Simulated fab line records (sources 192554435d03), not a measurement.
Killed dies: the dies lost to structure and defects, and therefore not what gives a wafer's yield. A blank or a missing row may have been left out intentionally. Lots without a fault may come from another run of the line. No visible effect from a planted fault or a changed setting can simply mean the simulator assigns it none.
Split-lot study / flow n5_finfet / 7 lots, 39 wafers read, on a route of 1938 steps

## THE SPLIT
At N5_FIN_SAQP_SPACER2_ALD_28 (deposits SiO2, target thk 8.1 nm, pulse time 1 s, purge time 2 s), the setting target_thk_a was moved away from the recipe's 81 angstrom on 15 of the 39 wafers read, by -59.4% to +42.0%. This setting was run at the recipe's value on the other wafers.

## FROM THE SPLIT TO THE READING: what the file shows between them, 9 steps
- N5_FIN_SAQP_SPACER2_ETCHBACK_29: etches SiO2 in CHF3/O2, target depth 12.2 nm, time 6.1 s
- N5_FIN_SAQP_MANDREL2_REMOVE_60: chemistry HBr/Cl2/O2, target a-Si, stops on SiNx, bt time 10 s
- N5_FIN_SAQP_CD_MEAS_31: target cd 8 nm
- N5_FIN_SAQP_HM_OPEN_33: chemistry CH3F/O2, target SiNx, target depth 49.4 nm, time 70.6 s
- N5_FIN_SAQP_ETCH_34: etches SiO2 in C4F6/O2, target depth 45 nm, time 15 s
- N5_FIN_SAQP_STRIP_77: strips in N2/H2, time 90 s
- N5_FIN_SAQP_HM_CD_35: target cd 8 nm
- N5_FIN_SAQP_ETCH_64: etches SiO2 in CF4, target depth 1.5 nm
- N5_FIN_SAQP_FIN_ETCH_36: etches the open film in HBr/Cl2/O2, target depth 120 nm, time 50.4 s

## THE READING
cd_nm (nm) at N5_FIN_SAQP_CD_MEAS_37, where the cd target is 8 nm. Typical for fault-free wafers on this fab line: 8.2 nm, with standard deviation 0.33 nm.

wafer=L081.1; tool, chamber at the split=ald_sin-04, 3; target_thk_a as run, angstrom=115; against the recipe=+42.0%; cd_nm, nm=11.5; against lot-mates on the recipe=+3.7
wafer=L081.2; tool, chamber at the split=ald_sin-04, 2,1; target_thk_a as run, angstrom=81; against the recipe=recipe; cd_nm, nm=8.2; against lot-mates on the recipe=-
wafer=L081.3; tool, chamber at the split=ald_sin-04, 0; target_thk_a as run, angstrom=115; against the recipe=+42.0%; cd_nm, nm=11.9; against lot-mates on the recipe=+4.1
wafer=L081.4; tool, chamber at the split=ald_sin-04, 2,1; target_thk_a as run, angstrom=81; against the recipe=recipe; cd_nm, nm=7.5; against lot-mates on the recipe=-
wafer=L081.5; tool, chamber at the split=ald_sin-04, 3; target_thk_a as run, angstrom=115; against the recipe=+42.0%; cd_nm, nm=11.6; against lot-mates on the recipe=+3.8
wafer=L081.6; tool, chamber at the split=ald_sin-04, 2; target_thk_a as run, angstrom=81; against the recipe=recipe; cd_nm, nm=7.7; against lot-mates on the recipe=-
wafer=L082.1; tool, chamber at the split=ald_sin-04, 3,2; target_thk_a as run, angstrom=81; against the recipe=recipe; cd_nm, nm=7.7; against lot-mates on the recipe=-
wafer=L082.2; tool, chamber at the split=ald_sin-04, 3,2; target_thk_a as run, angstrom=81; against the recipe=recipe; cd_nm, nm=8.3; against lot-mates on the recipe=-
wafer=L082.3; tool, chamber at the split=ald_sin-04, 1; target_thk_a as run, angstrom=81; against the recipe=recipe; cd_nm, nm=8.4; against lot-mates on the recipe=-
wafer=L082.4; tool, chamber at the split=ald_sin-04, 0,1,0; target_thk_a as run, angstrom=55.89; against the recipe=-31.0%; cd_nm, nm=5.9; against lot-mates on the recipe=-2.2
wafer=L082.5; tool, chamber at the split=ald_sin-04, 0,1,0; target_thk_a as run, angstrom=55.89; against the recipe=-31.0%; cd_nm, nm=5.2; against lot-mates on the recipe=-2.9
wafer=L082.6; tool, chamber at the split=ald_sin-04, 0,1,0; target_thk_a as run, angstrom=55.89; against the recipe=-31.0%; cd_nm, nm=6.1; against lot-mates on the recipe=-2.0
wafer=L090.1; tool, chamber at the split=ald_sin-01, 0; target_thk_a as run, angstrom=32.89; against the recipe=-59.4%; cd_nm, nm=3.4; against lot-mates on the recipe=-4.6
wafer=L090.2; tool, chamber at the split=ald_sin-01, 1; target_thk_a as run, angstrom=81; against the recipe=recipe; cd_nm, nm=8.0; against lot-mates on the recipe=-
wafer=L090.3; tool, chamber at the split=ald_sin-01, 3,2; target_thk_a as run, angstrom=32.89; against the recipe=-59.4%; cd_nm, nm=3.6; against lot-mates on the recipe=-4.4
wafer=L090.4; tool, chamber at the split=ald_sin-01, 3,2; target_thk_a as run, angstrom=32.89; against the recipe=-59.4%; cd_nm, nm=3.6; against lot-mates on the recipe=-4.4
wafer=L090.5; tool, chamber at the split=ald_sin-01, 2,1; target_thk_a as run, angstrom=81; against the recipe=recipe; cd_nm, nm=7.9; against lot-mates on the recipe=-
wafer=L090.6; tool, chamber at the split=ald_sin-01, 2,1; target_thk_a as run, angstrom=81; against the recipe=recipe; cd_nm, nm=8.2; against lot-mates on the recipe=-
wafer=L091.1; tool, chamber at the split=ald_sin-02, 0,1,2,1,2; target_thk_a as run, angstrom=81; against the recipe=recipe; cd_nm, nm=8.3; against lot-mates on the recipe=-
wafer=L091.2; tool, chamber at the split=ald_sin-02, 3; target_thk_a as run, angstrom=81; against the recipe=recipe; cd_nm, nm=8.2; against lot-mates on the recipe=-
wafer=L091.3; tool, chamber at the split=ald_sin-02, 0,1,2,1,2; target_thk_a as run, angstrom=81; against the recipe=recipe; cd_nm, nm=8.1; against lot-mates on the recipe=-
wafer=L091.4; tool, chamber at the split=ald_sin-02, 0,1,2,1,2; target_thk_a as run, angstrom=81; against the recipe=recipe; cd_nm, nm=8.7; against lot-mates on the recipe=-
wafer=L091.5; tool, chamber at the split=ald_sin-02, 0,1,2,1,2; target_thk_a as run, angstrom=81; against the recipe=recipe; cd_nm, nm=8.3; against lot-mates on the recipe=-
wafer=L091.6; tool, chamber at the split=ald_sin-02, 0,1,2,1,2; target_thk_a as run, angstrom=81; against the recipe=recipe; cd_nm, nm=8.2; against lot-mates on the recipe=-
wafer=L095.1; tool, chamber at the split=ald_sin-02, 0,3,3; target_thk_a as run, angstrom=38.84; against the recipe=-52.0%; cd_nm, nm=4.2; against lot-mates on the recipe=-4.0
wafer=L095.2; tool, chamber at the split=ald_sin-02, 0,3,3; target_thk_a as run, angstrom=38.84; against the recipe=-52.0%; cd_nm, nm=4.7; against lot-mates on the recipe=-3.5
wafer=L095.3; tool, chamber at the split=ald_sin-02, 1,1,0; target_thk_a as run, angstrom=81; against the recipe=recipe; cd_nm, nm=8.4; against lot-mates on the recipe=-
wafer=L095.4; tool, chamber at the split=ald_sin-02, 1,1,0; target_thk_a as run, angstrom=81; against the recipe=recipe; cd_nm, nm=7.9; against lot-mates on the recipe=-
wafer=L095.5; tool, chamber at the split=ald_sin-02, 1,1,0; target_thk_a as run, angstrom=81; against the recipe=recipe; cd_nm, nm=8.4; against lot-mates on the recipe=-
wafer=L095.6; tool, chamber at the split=ald_sin-02, 0,3,3; target_thk_a as run, angstrom=38.84; against the recipe=-52.0%; cd_nm, nm=4.2; against lot-mates on the recipe=-4.0
wafer=L096.1; tool, chamber at the split=ald_sin-01, 0,0,3; target_thk_a as run, angstrom=111.3; against the recipe=+37.4%; cd_nm, nm=11.2; against lot-mates on the recipe=+2.8
wafer=L096.2; tool, chamber at the split=ald_sin-01, 2,1,3; target_thk_a as run, angstrom=81; against the recipe=recipe; cd_nm, nm=8.4; against lot-mates on the recipe=-
wafer=L096.3; tool, chamber at the split=ald_sin-01, 2,1,3; target_thk_a as run, angstrom=81; against the recipe=recipe; cd_nm, nm=8.1; against lot-mates on the recipe=-
wafer=L096.4; tool, chamber at the split=ald_sin-01, 2,1,3; target_thk_a as run, angstrom=81; against the recipe=recipe; cd_nm, nm=8.7; against lot-mates on the recipe=-
wafer=L096.5; tool, chamber at the split=ald_sin-01, 0,0,3; target_thk_a as run, angstrom=111.3; against the recipe=+37.4%; cd_nm, nm=11.0; against lot-mates on the recipe=+2.6
wafer=L096.6; tool, chamber at the split=ald_sin-01, 0,0,3; target_thk_a as run, angstrom=111.3; against the recipe=+37.4%; cd_nm, nm=11.6; against lot-mates on the recipe=+3.2
wafer=L097.3; tool, chamber at the split=ald_sin-04, 3,0,3; target_thk_a as run, angstrom=81; against the recipe=recipe; cd_nm, nm=8.5; against lot-mates on the recipe=-
wafer=L097.4; tool, chamber at the split=ald_sin-04, 3,0,3; target_thk_a as run, angstrom=81; against the recipe=recipe; cd_nm, nm=8.3; against lot-mates on the recipe=-
wafer=L097.6; tool, chamber at the split=ald_sin-04, 3,0,3; target_thk_a as run, angstrom=81; against the recipe=recipe; cd_nm, nm=7.9; against lot-mates on the recipe=-
Where a row lists several chambers, the file gives one row for several wafers and doesn't say which wafer went through which chamber.

FIT RESULTS
A straight line over all 39 wafers: cd_nm changes by +0.0787 nm for each +1% of target_thk_a; r = +0.99; the points scatter about the line by 0.3 nm.
The same after taking each lot's own level away (the mean of its wafers on the recipe; 39 wafers): +0.0789 nm for each +1%; r = +0.99; scatter 0.3 nm.
Per that fit: largest target_thk_a move, reading shift of 4.7 nm.
The span of the lots' own levels, 7.80 to 8.40 nm, comes to 1.8 times the standard deviation stated above.
Consequently the slope shifts little with the lot-to-lot level, the two slopes agreeing.
Check: -4.61 nm against its lot-mates is what the line predicts for one of the wafers moved furthest among these (-59.4%) when that wafer is left out of the fit. Against them it came out at -4.63 nm.

## THE OTHER SPLITS THESE WAFERS WENT THROUGH
Before the reading, these wafers also passed through other splits. Each is held against what the fit with the lots' levels taken away leaves over:
other split on the same wafers=N5_ZERO_LAYER_PECVD_02 time_s; wafers away from the commonest value=15; r with cd_nm (lot level and that fit taken away)=-0.03

## THE WHOLE CHAIN: every reading that the file lists as answering this split, in the file's order
step=N5_FIN_SAQP_SPACER2_ALD_28; what it does=deposits SiO2, target thk 8.1 nm, pulse time 1 s, purge time 2 s; reading=SiO2_of_FIN_SAQP_SPACER2_ALD_28.thk_nm (the simulator's own value, which no gauge read); change (the file's fit)=+0.0811 nm for each +1% of the setting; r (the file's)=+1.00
step=N5_FIN_SAQP_MANDREL2_REMOVE_60; what it does=chemistry HBr/Cl2/O2, target a-Si, stops on SiNx, bt time 10 s; reading=FIN_SAQP.cd_nm (the simulator's own value, which no gauge read); change (the file's fit)=+0.0777 nm for each +1% of the setting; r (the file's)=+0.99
step=N5_FIN_SAQP_CD_MEAS_31; what it does=target cd 8 nm; reading=cd_nm; change (the file's fit)=+0.0804 nm for each +1% of the setting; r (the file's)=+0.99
step=N5_FIN_SAQP_HM_OPEN_33; what it does=chemistry CH3F/O2, target SiNx, target depth 49.4 nm, time 70.6 s; reading=FIN_SAQP.cd_nm (the simulator's own value, which no gauge read); change (the file's fit)=+0.0786 nm for each +1% of the setting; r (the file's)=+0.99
step=N5_FIN_SAQP_ETCH_34; what it does=etches SiO2 in C4F6/O2, target depth 45 nm, time 15 s; reading=FIN_SAQP.cd_nm (the simulator's own value, which no gauge read); change (the file's fit)=+0.0775 nm for each +1% of the setting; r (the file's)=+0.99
step=N5_FIN_SAQP_HM_CD_35; what it does=target cd 8 nm; reading=cd_nm; change (the file's fit)=+0.077 nm for each +1% of the setting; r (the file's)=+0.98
step=N5_FIN_SAQP_CD_MEAS_37; what it does=target cd 8 nm; reading=cd_nm; change (the file's fit)=+0.0785 nm for each +1% of the setting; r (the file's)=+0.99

## THE FILE'S OWN FIT
cd_nm changes by +0.0785 nm for each +1% of target_thk_a, r = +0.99.
